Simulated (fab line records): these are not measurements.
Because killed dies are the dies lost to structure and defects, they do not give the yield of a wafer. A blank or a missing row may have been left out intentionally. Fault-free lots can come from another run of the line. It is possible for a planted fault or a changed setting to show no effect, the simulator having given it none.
fab line records | flow n5Finfet
[record] lots = 7 wafers = 39
route steps=1938 shown ZERO_LAYER@11 FIN_SAQP@130 SD_EPI_N@273 HKMG_FIN@397 MOL_CONTACT_COAG@562 BEOL_M0_CUTY@711 BEOL_M5@1129 BEOL_M7@1322
startH: hours from the record's opening day to when the first of the lot's shown wafers began | waitH: hours since the lot's step before | " as in the row above | L1.1+2: a single row standing in for several wafers | - no value present, or no start provided | * or withheld: withheld | < > ~ a bound
route shown NAME@n: names a module that has steps shown in the file, with the first one's number in the route | usual: the fault-free wafers' mean and standard deviation | same: alike in all rows | chamber/n: place in a boat | sites: readings site by site | _std_site: standard deviation of those values | _edge_site: mean of outer sites minus mean of inner sites | radiusMm: for every site, how far away it sits from the centre of the wafer | mask NAME#n: copy n | behind: the tool/chamber that last shaped the wafer | hold: cause of the lot's hold/its duration in hours/its outcome | device: names the non-switching transistor (n, p or np) | end of line: the route-end tests of the same wafers | a step with no rows: only its recipe | killed: at the first sort, the dies lost to defects and structure; wafer yield is something else | map: dies across one wafer; x = killed, . = not, _ = none there
set.NAME: the setting as run; set.NAME@STEP: as run at that earlier step | model.NAME: the simulator's own value behind a step, which no gauge read
lots run with intentionally changed settings; tables by step, rows by wafer
[[steps]]
[step N5_ZERO_LAYER_DEVELOP_10]
[recipe] developTimeS = 60 rinseLiquid = diw dry = airSpin devTempC = 21
// columns lot.wafer tool chamber startH waitH set.developTimeS
L077.1+2+4 lithoTrack-02 0 - - 42.62
L077.3+5+6 " 0 " " 60
L082.1+2+4 lithoTrack-02 0 - - 60
L083.1+2+5 lithoTrack-05 0 - - 91.29
L083.3+4+6 " 0 " " 60
L086.1+2+6 lithoTrack-02 0 - - 30.44
L086.3+4+5 " 0 " " 60
L091.1+4+5 lithoTrack-01 0 - - 60
L091.2+3+6 " 0 " " 27.74
L093.1+3+5 lithoTrack-02 0 - - 60
L093.2+4+6 " 0 " " 70.16
L095.1+2+6 lithoTrack-02 0 - - 36.94
L095.3+4+5 " 0 " " 60
[step N5_ZERO_LAYER_HARDBAKE_23]
[recipe] tempC = 130 timeS = 120
[step N5_ZERO_LAYER_CD_MEAS_11]
[recipe] targetCdNm = 2000 landingEnergyEv = 500 detector = seInlens
[usual] cdNm = 2000.5/2.3
// columns lot.wafer tool chamber startH waitH set.developTimeS@ZERO_LAYER_DEVELOP_10 cdNm
L077.1 cdSem-01 0 30.77 - 42.62 1994.1
L077.2 " 0 " " 42.62 1995.7
L077.3 " 0 " " 60 2001.3
L077.4 " 0 " " 42.62 1997.3
L077.5 " 0 " " 60 2006.2
L077.6 " 0 " " 60 2001.8
L082.1 cdSem-01 0 60.67 - 60 1999.9
L082.2 " 0 " " 60 2002.8
L082.4 " 0 " " 60 2000.7
L083.1 cdSem-03 0 66.66 - 91.29 2005.5
L083.2 " 0 " " 91.29 2010.8
L083.3 " 0 " " 60 1996.6
L083.4 " 0 " " 60 2001.5
L083.5 " 0 " " 91.29 2006.4
L083.6 " 0 " " 60 1999.2
L086.1 cdSem-03 0 84.64 - 30.44 1985.0
L086.2 " 0 " " 30.44 1988.8
L086.3 " 0 " " 60 2001.4
L086.4 " 0 " " 60 2004.4
L086.5 " 0 " " 60 2004.4
L086.6 " 0 " " 30.44 1986.3
L091.1 cdSem-03 0 114.64 - 60 1998.4
L091.2 " 0 " " 27.74 1979.3
L091.3 " 0 " " 27.74 1983.3
L091.4 " 0 " " 60 2000.2
L091.5 " 0 " " 60 2000.5
L091.6 " 0 " " 27.74 1981.3
L093.1 cdSem-01 0 126.85 - 60 2000.9
L093.2 " 0 " " 70.16 2004.9
L093.3 " 0 " " 60 2002.8
L093.4 " 0 " " 70.16 2003.5
L093.5 " 0 " " 60 1999.8
L093.6 " 0 " " 70.16 2004.4
L095.1 cdSem-03 0 138.64 - 36.94 1991.5
L095.2 " 0 " " 36.94 1991.7
L095.3 " 0 " " 60 2003.0
L095.4 " 0 " " 60 2001.2
L095.5 " 0 " " 60 2002.1
L095.6 " 0 " " 36.94 1994.1
[step N5_ZERO_LAYER_DESCUM_16]
[recipe] chemistry = O2 timeS = 7.9 sourcePowerW = 50 biasPowerW = 20 pressureMtorr = 20 rfFrequencyHz = 2.712e+07 tempC = 40 o2FlowSccm = 225
// columns lot.wafer tool chamber startH waitH set.developTimeS@ZERO_LAYER_DEVELOP_10 model.ZERO_LAYER.cdNm
L077.1 rieDiel-06 1 31.18 0.4 42.62 1994
L077.2 " 3 " " 42.62 1996
L077.3 " 0 " " 60 2001
L077.4 " 0 " " 42.62 1997
L077.5 " 1 " " 60 2006
L077.6 " 3 " " 60 2002
L082.1 rieDiel-03 1 60.84 0.2 60 2000
L082.2 " 2 " " 60 2003
L082.4 " 0 " " 60 2001
L083.1 rieDiel-03 1 66.70 0.0 91.29 2005
L083.2 " 2 " " 91.29 2011
L083.3 " 3 " " 60 1997
L083.4 " 0 " " 60 2002
L083.5 " 0 " " 91.29 2006
L083.6 " 3 " " 60 1999
L086.1 rieDiel-06 1 84.68 0.0 30.44 1985
L086.2 " 2 " " 30.44 1988
L086.3 " 3 " " 60 2001
L086.4+5 " 0,2 " " 60 2004
L086.6 " 1 " " 30.44 1986
L091.1 rieDiel-06 3 114.68 0.0 60 1999
L091.2 " 1 " " 27.74 1979
L091.3 " 2 " " 27.74 1984
L091.4 " 0 " " 60 2000
L091.5 " 1 " " 60 2001
L091.6 " 2 " " 27.74 1981
L093.1 rieDiel-01 1 126.89 0.0 60 2001
L093.2 " 3 " " 70.16 2005
L093.3 " 0 " " 60 2003
L093.4+6 " 2 " " 70.16 2004
L093.5 " 3 " " 60 2000
L095.1 rieDiel-03 0 138.68 0.0 36.94 1992
L095.2 " 1 " " 36.94 1991
L095.3 " 3 " " 60 2003
L095.4 " 2 " " 60 2001
L095.5 " 2 " " 60 2002
L095.6 " 3 " " 36.94 1994
[step N5_FIN_SAQP_ETCH_65]
[recipe] chemistry = CF4 target = SiO2 targetDepthA = 40 ionEnergyEv = 350 timeS = 4.4 pressureMtorr = 10 icpW = 800 biasW = 400 cf4FlowSccm = 80
// columns lot.wafer tool chamber startH waitH set.timeS model.etch.depthNm
L077.1 rieSi-05 0 43.24 0.1 4.4 4.108
L077.2 " 2 " " 2.654 2.379
L077.3 " 1 " " 4.4 3.949
L077.4 " 1 " " 4.4 4.001
L077.5 " 2 " " 2.654 2.396
L077.6 " 0 " " 2.654 2.492
L082.1+4 rieSi-02 1,3 72.60 0.1 4.4 3.913
L082.2 " 2 " " 4.4 3.957
L083.1 rieSi-06 0 78.33 0.1 4.4 3.862
L083.2 " 1 " " 4.4 3.974
L083.3 " 3 " " 4.4 3.95
L083.4 " 2 " " 4.4 4.09
L083.5 " 0 " " 4.4 3.893
L083.6 " 3 " " 4.4 3.94
L086.1 rieSi-05 2 99.26 0.1 5.081 4.632
L086.2 " 3 " " 4.4 4.054
L086.3 " 1 " " 5.081 4.602
L086.4 " 0 " " 4.4 4.099
L086.5 " 1 " " 4.4 3.991
L086.6 " 2 " " 5.081 4.637
L091.1 rieSi-02 3 127.62 0.1 4.4 3.947
L091.2 " 1 " " 6.101 5.508
L091.3 " 2 " " 4.4 3.998
L091.4 " 0 " " 6.101 5.66
L091.5 " 0 " " 6.101 5.654
L091.6 " 1 " " 4.4 3.936
L093.1 rieSi-06 3 138.09 0.1 4.4 4.034
L093.2 " 2 " " 1.859 1.748
L093.3 " 0 " " 1.859 1.648
L093.4 " 1 " " 1.859 1.7
L093.5 " 3 " " 4.4 4.063
L093.6 " 0 " " 4.4 3.874
L095.1 rieSi-05 3 150.69 0.1 6.391 5.815
L095.2 " 0 " " 6.391 5.933
L095.3 " 2 " " 4.4 3.971
L095.4 " 2 " " 4.4 3.936
L095.5 " 0 " " 6.391 5.904
L095.6 " 3 " " 4.4 4.029
[step N5_SD_EPI_N_DESCUM_14]
[recipe] chemistry = O2 timeS = 7.9 sourcePowerW = 50 biasPowerW = 20 pressureMtorr = 20 rfFrequencyHz = 2.712e+07 tempC = 40 resist = CAR-ArF-block o2FlowSccm = 225
// columns lot.wafer tool chamber startH waitH set.timeS model.CAR-ArF-block_of_SD_EPI_N_COAT_03.thkNm
L077.1+2+5 rieDiel-05 1,0,3 68.98 0.1 7.9 143.8
L077.3 " 2 " " 7.9 143.6
L077.4 " 3 " " 7.9 143.4
L077.6 " 2 " " 7.9 144
L082.1 rieDiel-04 1 97.75 0.0 7.9 143.4
L082.2+4 " 0,3 " " 7.9 143.8
L083.1+4 rieDiel-05 0,1 103.74 0.0 7.9 143.6
L083.2 " 3 " " 7.9 144
L083.3 " 2 " " 12.38 140.6
L083.5 " 2 " " 12.38 141
L083.6 " 3 " " 12.38 140.8
L086.1 rieDiel-04 2 127.46 0.0 9.615 142.2
L086.2 " 3 " " 7.9 143.2
L086.3 " 0 " " 7.9 143.8
L086.4+6 " 1,0 " " 9.615 142.6
L086.5 " 1 " " 7.9 143.4
L091.1 rieDiel-04 2 153.47 0.0 7.9 143.4
L091.2 " 3 " " 7.9 143.2
L091.3+4 " 0,1 " " 7.9 143.6
L091.5 " 3 " " 7.9 143.8
L091.6 " 2 " " 7.9 143
L093.1 rieDiel-04 3 162.07 0.1 3.919 145.4
L093.2 " 0 " " 7.9 143.2
L093.3 " 2 " " 7.9 142.8
L093.4+6 " 0,3 " " 3.919 145.6
L093.5 " 2 " " 7.9 143.4
L095.1 rieDiel-02 1 177.09 0.0 7.9 143.2
L095.2+5 " 3,1 " " 6.244 144.4
L095.3 " 2 " " 7.9 143.4
L095.4 " 0 " " 7.9 143.6
L095.6 " 2 " " 6.244 143.8
[step N5_HKMG_FIN_DEVELOP_48]
[recipe] developTimeS = 30 developer = TMAH resist = CAR-ArF rinseLiquid = diw dry = airSpin devTempC = 23
// columns lot.wafer tool chamber startH waitH set.developTimeS
L077.1+2+3+4+5+6 lithoTrack-02 0 - - 30
L082.1+2+4 lithoTrack-04 0 - - 30
L083.1+3+6 lithoTrack-02 0 - - 30
L083.2+4+5 " 0 " " 40.53
L086.1+4+5 lithoTrack-03 0 - - 36.52
L086.2+3+6 " 0 " " 30
L091.1+5+6 lithoTrack-03 0 - - 30
L091.2+3+4 " 0 " " 18.73
L093.1+2+4 lithoTrack-02 0 - - 30
L093.3+5+6 " 0 " " 13.3
L095.1+2+3+4+5+6 lithoTrack-02 0 - - 30
[step N5_HKMG_FIN_CD_MEAS_49]
[recipe] targetCdNm = 202 landingEnergyEv = 500 detector = seInlens polarity = opening
[usual] cdNm = 201.9/0.61
// columns lot.wafer tool chamber startH waitH set.developTimeS@HKMG_FIN_DEVELOP_48 cdNm
L077.1 cdSem-01 0 90.14 - 30 202.4
L077.2 " 0 " " 30 201.3
L077.3 " 0 " " 30 202.0
L077.4 " 0 " " 30 201.7
L077.5 " 0 " " 30 202.2
L077.6 " 0 " " 30 201.7
L082.1 cdSem-01 0 121.65 - 30 202.1
L082.2 " 0 " " 30 201.9
L082.4 " 0 " " 30 202.2
L083.1 cdSem-03 0 125.09 - 30 202.5
L083.2 " 0 " " 40.53 203.5
L083.3 " 0 " " 30 202.7
L083.4 " 0 " " 40.53 203.5
L083.5 " 0 " " 40.53 203.1
L083.6 " 0 " " 30 201.6
L086.1 cdSem-03 0 151.07 - 36.52 202.7
L086.2 " 0 " " 30 201.0
L086.3 " 0 " " 30 202.0
L086.4 " 0 " " 36.52 203.0
L086.5 " 0 " " 36.52 202.0
L086.6 " 0 " " 30 201.0
L091.1 cdSem-01 0 177.80 - 30 201.1
L091.2 " 0 " " 18.73 199.7
L091.3 " 0 " " 18.73 199.7
L091.4 " 0 " " 18.73 199.3
L091.5 " 0 " " 30 201.1
L091.6 " 0 " " 30 201.3
L093.1 cdSem-01 0 185.59 - 30 201.0
L093.2 " 0 " " 30 201.6
L093.3 " 0 " " 13.3 197.0
L093.4 " 0 " " 30 200.7
L093.5 " 0 " " 13.3 197.1
L093.6 " 0 " " 13.3 197.0
L095.1 cdSem-02 0 202.66 - 30 202.1
L095.2 " 0 " " 30 202.6
L095.3 " 0 " " 30 202.5
L095.4 " 0 " " 30 203.2
L095.5 " 0 " " 30 201.5
L095.6 " 0 " " 30 201.7
[step N5_HKMG_FIN_DESCUM_53]
[recipe] chemistry = O2 timeS = 7.9 sourcePowerW = 50 biasPowerW = 20 pressureMtorr = 20 rfFrequencyHz = 2.712e+07 tempC = 40 resist = CAR-ArF o2FlowSccm = 225
[step N5_HKMG_FIN_ETCH_54]
[recipe] chemistry = CF4 target = SiARC targetDepthA = 455 maskMaterial = CAR-ArF timeS = 75.8 ionEnergyEv = 80 pressureMtorr = 40 sourceW = 545 biasW = 36 Ar_flow_sccm = 100 cf4FlowSccm = 100 ends = cleared
// columns lot.wafer tool chamber startH waitH set.developTimeS@HKMG_FIN_DEVELOP_48 model.HKMG_FIN.cdOffsetNm
L077.1+5 rieDiel-05 1,0 90.27 0.0 30 0
L077.2 " 0 " " 30 -0.8
L077.3+6 " 3,1 " " 30 -0.4
L077.4 " 2 " " 30 -0.2
L082.1+4 rieDiel-02 1,0 121.97 0.0 30 0.2
L082.2 " 2 " " 30 -0.6
L083.1 rieDiel-02 3 125.22 0.0 30 0.8
L083.2 " 2 " " 40.53 1.4
L083.3 " 0 " " 30 0.6
L083.4 " 1 " " 40.53 2.2
L083.5 " 2 " " 40.53 1
L083.6 " 1 " " 30 -0.4
L086.1+5 rieDiel-04 1,0 151.19 0.0 36.52 0.2
L086.2 " 0 " " 30 -1.2
L086.3 " 2 " " 30 -0.4
L086.4 " 3 " " 36.52 0.8
L086.6 " 3 " " 30 -0.8
L091.1+5 rieDiel-05 0,3 178.14 0.0 30 -0.8
L091.2+3 " 2,3 " " 18.73 -2.2
L091.4 " 1 " " 18.73 -3
L091.6 " 0 " " 30 -0.4
L093.1 rieDiel-04 2 185.71 0.0 30 -1.6
L093.2 " 0 " " 30 -0.4
L093.3 " 3 " " 13.3 -4.8
L093.4 " 1 " " 30 -1.2
L093.5 " 2 " " 13.3 -5.2
L093.6 " 1 " " 13.3 -5.4
L095.1 rieDiel-04 2 202.79 0.0 30 0
L095.2 " 1 " " 30 0.6
L095.3 " 3 " " 30 0.2
L095.4 " 0 " " 30 1.2
L095.5 " 3 " " 30 -0.4
L095.6 " 0 " " 30 -0.2
[step N5_MOL_CONTACT_COAG_ALD_123]
[recipe] material = SiNx targetThkA = 50 tempC = 400 aldPrecursorFamily = SiH2I2 aldCoReactant = N2/H2-plasma pulseTimeS = 1 purgeTimeS = 2 coReactantPurgeTimeS = 2 aldCycles = 100 pressureTorr = 2
// columns lot.wafer tool chamber startH waitH set.aldCycles model.SiNx_of_MOL_CONTACT_COAG_ALD_123.thkNm
L077.1 aldSin-02 0 115.04 0.2 57 3
L077.2+5 " 1,0 " " 57 2.8
L077.3+4+6 " 3,2,3 " " 100 5
L082.1+2+4 aldSin-03 0,1,2 149.45 0.2 100 5
L083.1+4+6 aldSin-01 3,2,2 150.02 0.0 100 5
L083.2+3+5 " 0,1,3 " " 155 7.8
L086.1+2+3 aldSin-02 1,3,2 175.14 0.0 100 5
L086.4 " 0 " " 138 7
L086.5+6 " 1,0 " " 138 6.8
L091.1+2+4 aldSin-03 0,2,1 203.88 0.4 133 6.6
L091.3+5+6 " 3,0,1 " " 100 5
L093.1+2+3 aldSin-03 2,3,0 209.19 0.0 100 5
L093.4+5+6 " 1,3,2 " " 148 7.4
L095.1+2+4 aldSin-03 3,2,0 227.57 0.0 100 5
L095.3+6 " 1 " " 50 2.4
L095.5 " 0 " " 50 2.6
[step N5_MOL_CONTACT_COAG_PECVD_31]
[recipe] material = SiO2 targetThkA = 460 tempC = 400 precursor = TEOS/O2 pressureTorr = 6.5 rfW = withheld teosFlowSccm = withheld gas = O2 flowSccm = 2650 timeS = 8.9
[step N5_MOL_CONTACT_COAG_COAT_75]
[recipe] resist = SOC tempC = 250 timeS = 60 spinRpm = 1500 resistThkNm = 60
[step N5_MOL_CONTACT_COAG_STRIP_120]
[recipe] chemistry = CHF3 resist = SiARC rfFrequencyHz = 6e+07
[step N5_MOL_CONTACT_COAG_VIA_ETCH_117]
[recipe] chemistry = C4F6/O2 targetDepthA = 400 overetchA = 80 maskMaterial = SOC target = SiO2 biasW = 455 pressureMtorr = 10 timeS = 26 sourceW = 325 Ar_flow_sccm = 300 C4F6_flow_sccm = 10 O2_flow_sccm = 10 ionEnergyEv = 575.3 ends = endPoint
[step N5_MOL_CONTACT_COAG_ETCH_124]
[recipe] chemistry = CH3F/O2 target = SiNx targetDepthA = 65 maskMaterial = SOC stopOn = SiOC overEtchFrac = 0.3 ionEnergyEv = 120 pressureMtorr = 30 sourceW = 395 biasW = 73 Ar_flow_sccm = 150 CH3F_flow_sccm = 30 O2_flow_sccm = 20 ends = endPoint
// columns lot.wafer tool chamber startH waitH set.aldCycles@MOL_CONTACT_COAG_ALD_123 model.etch.depthNm
L077.1 rieDiel-02 3 119.05 0.0 57 2.902
L077.2 " 0 " " 57 2.869
L077.3 " 1 " " 100 5.051
L077.4 " 2 " " 100 5.02
L077.5 " 3 " " 57 2.892
L077.6 " 2 " " 100 5.026
L082.1 rieDiel-02 2 152.57 0.0 100 5.002
L082.2 " 0 " " 100 4.98
L082.4 " 3 " " 100 4.933
L083.1+4 rieDiel-04 2,3 153.13 0.0 100 5.015
L083.2 " 0 " " 155 6.462
L083.3 " 1 " " 155 6.274
L083.5 " 2 " " 155 6.463
L083.6 " 1 " " 100 4.995
L086.1+3 rieDiel-04 1,0 178.49 0.0 100 4.965
L086.2 " 2 " " 100 5.036
L086.4 " 3 " " 138 6.378
L086.5 " 0 " " 138 6.393
L086.6 " 1 " " 138 6.314
L091.1 rieDiel-05 1 207.54 0.0 133 6.194
L091.2 " 0 " " 133 6.266
L091.3 " 3 " " 100 4.992
L091.4 " 2 " " 133 6.349
L091.5 " 0 " " 100 5.013
L091.6 " 3 " " 100 4.969
L093.1 rieDiel-02 3 211.92 0.0 100 4.975
L093.2 " 1 " " 100 4.974
L093.3 " 2 " " 100 4.988
L093.4 " 2 " " 148 6.704
L093.5 " 1 " " 148 6.264
L093.6 " 3 " " 148 6.688
L095.1 rieDiel-05 1 230.77 0.0 100 4.969
L095.2 " 3 " " 100 4.974
L095.3 " 0 " " 50 2.46
L095.4 " 2 " " 100 5
L095.5 " 3 " " 50 2.5
L095.6 " 2 " " 50 2.454
[step N5_BEOL_M0_CUTY_DESCUM_61]
[recipe] chemistry = O2 timeS = 7.9 sourcePowerW = 50 biasPowerW = 20 pressureMtorr = 20 rfFrequencyHz = 2.712e+07 tempC = 40 resist = CAR-ArF-block o2FlowSccm = 225
// columns lot.wafer tool chamber startH waitH set.timeS model.CAR-ArF-block_of_BEOL_M0_CUTY_COAT_51.thkNm
L077.1 rieDiel-05 1 130.39 0.0 7.9 144.8
L077.2+6 " 0 " " 7.9 144.6
L077.3+4 " 2 " " 3.188 147.2
L077.5 " 1 " " 3.188 147.4
L082.1 rieDiel-04 2 165.98 0.0 7.9 144.2
L082.2+4 " 0 " " 7.9 143.8
L083.1+2 rieDiel-04 0,3 168.27 0.2 7.9 143.8
L083.3 " 2 " " 4.24 145.8
L083.4 " 2 " " 4.24 145.6
L083.5 " 0 " " 4.24 146.2
L083.6 " 3 " " 7.9 143.6
L086.1+5 rieDiel-05 2,3 192.82 0.2 5.909 144.6
L086.2 " 1 " " 7.9 143.4
L086.3 " 3 " " 5.909 144.4
L086.4 " 0 " " 7.9 143.6
L086.6 " 0 " " 7.9 143
L091.1+3 rieDiel-02 1,3 222.17 0.3 7.9 144.2
L091.2 " 2 " " 5.337 145.6
L091.4 " 1 " " 7.9 143.8
L091.5 " 2 " " 5.337 145.4
L091.6 " 3 " " 5.337 145.8
L093.1 rieDiel-05 3 226.14 0.1 7.9 142.8
L093.2+5 " 2,1 " " 7.9 143
L093.3+6 " 0 " " 7.9 143.2
L093.4 " 1 " " 7.9 143.4
L095.1 rieDiel-04 0 243.79 0.1 7.9 144
L095.2 " 2 " " 7.9 144.4
L095.3+4+5+6 " 1,3,3,2 " " 7.9 143.8
[step N5_BEOL_M5_DESCUM_16]
[recipe] chemistry = O2 timeS = 7 sourcePowerW = 50 biasPowerW = 20 pressureMtorr = 20 rfFrequencyHz = 2.712e+07 tempC = 40 resist = CAR-EUV o2FlowSccm = 225
// columns lot.wafer tool chamber startH waitH set.timeS model.CAR-EUV_of_BEOL_M5_COAT_05.thkNm
L077.1+2+3+5+6 rieDiel-06 2,1,0,0,1 218.21 0.0 7 26.2
L077.4 " 3 " " 7 26.4
L082.1+4 rieDiel-03 2,1 242.96 0.0 7 26.2
L082.2 " 3 " " 7 26
L083.1+2+3+4+5+6 rieDiel-03 1,2,3,0,1,2 252.96 0.0 7 26.2
L086.1+4 rieDiel-06 0,3 261.35 0.1 7 26.2
L086.2+5 " 2 " " 9.657 24.8
L086.3 " 1 " " 9.657 24.6
L086.6 " 3 " " 7 26
L091.1+2+3+4+5+6 rieDiel-06 0,2,3,1,3,0 296.92 0.4 7 26
L093.1+6 rieDiel-03 3,1 300.40 0.0 7 26
L093.2 " 0 " " 7 26.2
L093.3+4+5 " 2,1,2 " " 5.321 26.8
L095.1+2+3+4+5+6 rieDiel-01 2,3,1,0,1,0 331.28 0.0 7 26
[step N5_BEOL_M7_CVD_78]
[recipe] material = Co targetThkA = 20 tempC = withheld precursor = CCTBA/H2 pressureTorr = 30 timeS = 142.3
// columns lot.wafer tool chamber startH waitH set.targetThkA model.Co_of_BEOL_M7_CVD_78.thkNm
L077.1+6 cvdCo-01 0,1 239.28 0.0 20 2
L077.2+3+4+5 " 2,1,2,0 " " 20 2.2
L082.1+4 cvdCo-01 1 271.91 0.0 20 2
L082.2 " 2 " " 20 2.2
L083.1+3 cvdCo-01 2,1 279.04 0.2 20 2
L083.2 " 0 " " 20 2.2
L083.4 " 2 " " 13.33 1.2
L083.5+6 " 0,1 " " 13.33 1.4
L086.1+5+6 cvdCo-01 0,0,1 287.72 0.0 20 2.2
L086.2+3+4 " 2,1,2 " " 15.2 1.6
L091.1+2 cvdCo-02 2,0 324.48 0.0 30.55 3
L091.3 " 1 " " 20 2.2
L091.4+6 " 0,2 " " 20 2
L091.5 " 1 " " 30.55 3.2
L093.1+2+5 cvdCo-02 1,2,1 324.93 0.0 27.49 2.8
L093.3+4+6 " 0,2,0 " " 20 2
L095.1+4 cvdCo-01 1,0 363.60 0.0 30.04 3
L095.2+6 " 0,1 " " 20 1.8
L095.3 " 2 " " 20 2
L095.5 " 2 " " 30.04 2.8
[[key]]
[split] step = N5_ZERO_LAYER_DEVELOP_10 setting = developTimeS stated = 60 by = wafer
[response] step = N5_ZERO_LAYER_CD_MEAS_11 reading = cdNm change = +0.272 per = 1% r = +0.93
[response] step = N5_ZERO_LAYER_DESCUM_16 reading = model.ZERO_LAYER.cdNm change = +0.273 per = 1% r = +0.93
[split] step = N5_FIN_SAQP_ETCH_65 setting = timeS stated = 4.4 by = wafer
[response] step = N5_FIN_SAQP_ETCH_65 reading = model.etch.depthNm change = +0.0408 per = 1% r = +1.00
[split] step = N5_SD_EPI_N_DESCUM_14 setting = timeS stated = 7.9 by = wafer
[response] step = N5_SD_EPI_N_DESCUM_14 reading = model.CAR-ArF-block_of_SD_EPI_N_COAT_03.thkNm change = -0.0489 per = 1% r = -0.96
[split] step = N5_HKMG_FIN_DEVELOP_48 setting = developTimeS stated = 30 by = wafer
[response] step = N5_HKMG_FIN_CD_MEAS_49 reading = cdNm change = +0.0565 per = 1% r = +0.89
[response] step = N5_HKMG_FIN_ETCH_54 reading = model.HKMG_FIN.cdOffsetNm change = +0.0583 per = 1% r = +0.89
[split] step = N5_MOL_CONTACT_COAG_ALD_123 setting = aldCycles stated = 100 by = wafer
[response] step = N5_MOL_CONTACT_COAG_ALD_123 reading = model.SiNx_of_MOL_CONTACT_COAG_ALD_123.thkNm change = +0.0501 per = 1% r = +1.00
[response] step = N5_MOL_CONTACT_COAG_ETCH_124 reading = model.etch.depthNm change = +0.038 per = 1% r = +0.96
[split] step = N5_BEOL_M0_CUTY_DESCUM_61 setting = timeS stated = 7.9 by = wafer
[response] step = N5_BEOL_M0_CUTY_DESCUM_61 reading = model.CAR-ArF-block_of_BEOL_M0_CUTY_COAT_51.thkNm change = -0.0452 per = 1% r = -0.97
[split] step = N5_BEOL_M5_DESCUM_16 setting = timeS stated = 7 by = wafer
[response] step = N5_BEOL_M5_DESCUM_16 reading = model.CAR-EUV_of_BEOL_M5_COAT_05.thkNm change = -0.0351 per = 1% r = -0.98
[split] step = N5_BEOL_M7_CVD_78 setting = targetThkA stated = 20 by = wafer
[response] step = N5_BEOL_M7_CVD_78 reading = model.Co_of_BEOL_M7_CVD_78.thkNm change = +0.0209 per = 1% r = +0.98
